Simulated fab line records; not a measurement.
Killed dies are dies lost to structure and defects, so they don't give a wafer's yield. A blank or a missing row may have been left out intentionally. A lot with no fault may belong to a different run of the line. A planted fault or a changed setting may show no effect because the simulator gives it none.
Matching of chambers + flow nand_harc + 3 sister chambers for NHARC_A_SLIT_DEP_25 on pecvd-03
The step deposits SiO2, target thk 200 nm. 3 wafers are shown with their chamber, then 7 later ones without.

== EACH WAFER AND ITS CHAMBER ==
| wafer  | chamber | throttle_valve_pct (%) |
|--------|---------|------------------------|
| L929.3 | 1       | 16.1                   |
| L932.3 | 0       | 15.0                   |
| L940.4 | 2       | 15.4                   |

== WAFERS WITH NO CHAMBER GIVEN ==
| wafer  | throttle_valve_pct (%) |
|--------|------------------------|
| L940.5 | 15.1                   |
| L946.4 | 15.8                   |
| L946.5 | 15.8                   |
| L946.6 | 15.2                   |
| L948.1 | 15.7                   |
| L948.2 | 15.3                   |
| L948.4 | 15.6                   |

== WHICH CHAMBER EACH ONE RAN IN ==
| wafer  | from the rows above          | in truth |
|--------|------------------------------|----------|
| L940.5 | can't be placed: 0 or 2      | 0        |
| L946.4 | can't be placed: 1 or 2      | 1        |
| L946.5 | can't be placed: 1 or 2      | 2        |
| L946.6 | can't be placed: 0 or 2      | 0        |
| L948.1 | can't be placed: 2 or 1 or 0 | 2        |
| L948.2 | can't be placed: 2 or 0      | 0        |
| L948.4 | can't be placed: 2 or 1 or 0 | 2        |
Correctly placed: 0 of 7. Can't be placed from these rows: 7 (the true chamber is among the candidates in 7). Placed wrongly: 0.
How it was worked out, from the rows above alone: a wafer's distance from a chamber is the root of the sum, over the readings, of the square of ((its reading less the chamber's mean) divided by the reading's scatter). If the next closest chamber is less than 2 further off than the closest, the wafer can't be placed; otherwise it belongs to the closest. Each chamber's mean is taken over the wafers shown for it. The scatter: root of mean squared gap, hidden wafer to nearest shown wafer, with one shown wafer a chamber.
